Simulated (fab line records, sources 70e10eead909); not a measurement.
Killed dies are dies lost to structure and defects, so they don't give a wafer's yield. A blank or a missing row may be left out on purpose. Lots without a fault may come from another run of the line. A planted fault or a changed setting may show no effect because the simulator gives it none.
A struck lot beside a sound one | flow nand_harc | 15 steps out of a route of 1159
Sound: wafers L467.1, L467.4, L467.6. Struck: wafer L487.5. (L487.3, L487.6 of the same lot were not struck and are left out.) The cause comes at the end.
At each step with rows: each side's tool, then ch and its chambers, then its first start. Under that, the readings that differ: sound wafers | struck wafers | difference of the means | sigmas: that difference in standard deviations of wafers without a fault.
alike: readings whose means differ by less than 2 such deviations, and words and numbers that are the same on both sides. not compared: withheld readings, readings that some wafer has no value for, bounds like >300 that may hide the same value, and numbers for which the record gives no deviation and whose values overlap.
The two part at a step that has a row with sigmas, a row that says differs or no value, or rows on one side only. Numbers that don't overlap but have no deviation are shown without sigmas and don't part them. A reading that every wafer of one side lacks parts them only if that side has two wafers or more.

first, 7 steps without rows for these wafers: NHARC_A_CONTACT_COAT_87 (time 65 s); NHARC_A_CONTACT_COAT_02 (resist thk 90 nm); NHARC_A_CONTACT_SOFTBAKE_03 (time 55 s); NHARC_A_CONTACT_EBR_04; NHARC_A_CONTACT_EXPOSE_05 (exposes mask A CC); NHARC_A_CONTACT_PEB_06 (peb time 65 s); NHARC_A_CONTACT_DEVELOP_07 (develop time 35 s).
NHARC_A_CONTACT_CD_MEAS_08: target cd 100 nm.
  sound on cd_sem-03 ch 0, day 17 08:28; struck on cd_sem-03 ch 0, day 21 21:10
  alike: cd_nm
NHARC_A_CONTACT_OVL_MEAS_09:
  sound on overlay-02, day 17 08:32; struck on overlay-02, day 21 21:14
  alike: overlay_x_nm, overlay_y_nm
NHARC_A_CONTACT_INSPECT_10:
  sound on defect_inspect-02, day 17 08:35; struck on defect_inspect-02, day 21 21:17
  alike: raw_defect_count
NHARC_A_CONTACT_DESCUM_13: chemistry O2, time 3 s.
  sound on rie_diel-13 ch 0,2,3, day 17 08:39; struck on rie_diel-01 ch 2, day 21 21:22
  alike: drypump_motor_current_A, mfc_ar_sccm, oes_product_au, rf_vpp_V, showerhead_plenum_p_Torr, throttle_valve_pct
  not compared: rf_hours_counter_h
NHARC_A_CONTACT_ETCH_88: etches the open film in CF4, target depth 39 nm, time 65 s.
  sound on rie_diel-13 ch 1,2,3, day 17 08:44; struck on rie_diel-01 ch 3, day 21 21:26
  alike: drypump_motor_current_A, mfc_ar_sccm, oes_product_au, rf_vpp_V, showerhead_plenum_p_Torr, throttle_valve_pct
  not compared: rf_hours_counter_h
NHARC_A_CONTACT_ETCH_89: etches the open film in N2/H2, target depth 260 nm, time 475.3 s.
  sound on rie_diel-13 ch 0,3, day 17 08:51; struck on rie_diel-01 ch 1, day 21 21:37
  reading               | sound             | struck | difference | sigmas
  mfc_ar_sccm (sccm)    | 0.026 0.036 0.026 | 0      | +0         | -3
  oes_product_au (a.u.) | 0.990 1.000 1.001 | 0.824  | -0.173     | -24
  alike: drypump_motor_current_A, h2_flow_sccm, rf_vpp_V, showerhead_plenum_p_Torr, throttle_valve_pct
  not compared: rf_hours_counter_h
NHARC_A_CONTACT_ETCH_30: etches the open film in CF4/CHF3, target depth 60.5 nm, time 30.2 s.
  sound on rie_diel-13 ch 0,2; struck on rie_diel-01 ch 1
  reading               | sound             | struck | difference | sigmas
  mfc_ar_sccm (sccm)    | 0.010 0.036 0.036 | 0      | +0         | -2
  oes_product_au (a.u.) | 0.920 0.921 0.928 | 0.987  | +0.064     | +4
  alike: drypump_motor_current_A, rf_vpp_V, showerhead_plenum_p_Torr, throttle_valve_pct
  not compared: rf_hours_counter_h
-- the record jumps here: 3 days lie between the struck wafers' starts before and after (it left off in module A_CONTACT and takes up again in module END, whose first step shown is number 1159 of the route) --
NHARC_END_SORT_01:
  the record has rows for the struck wafers here (prober-01 ch 0, day 24 10:46) and none for the sound ones

WHERE THEY PART
First at NHARC_A_CONTACT_ETCH_89; last, within this record, at NHARC_END_SORT_01.

WHY: what the simulator had put in
Process parameter drift: rie_diel-01, from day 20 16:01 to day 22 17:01, at NHARC_A_CONTACT_ETCH_89. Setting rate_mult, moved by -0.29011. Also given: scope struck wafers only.
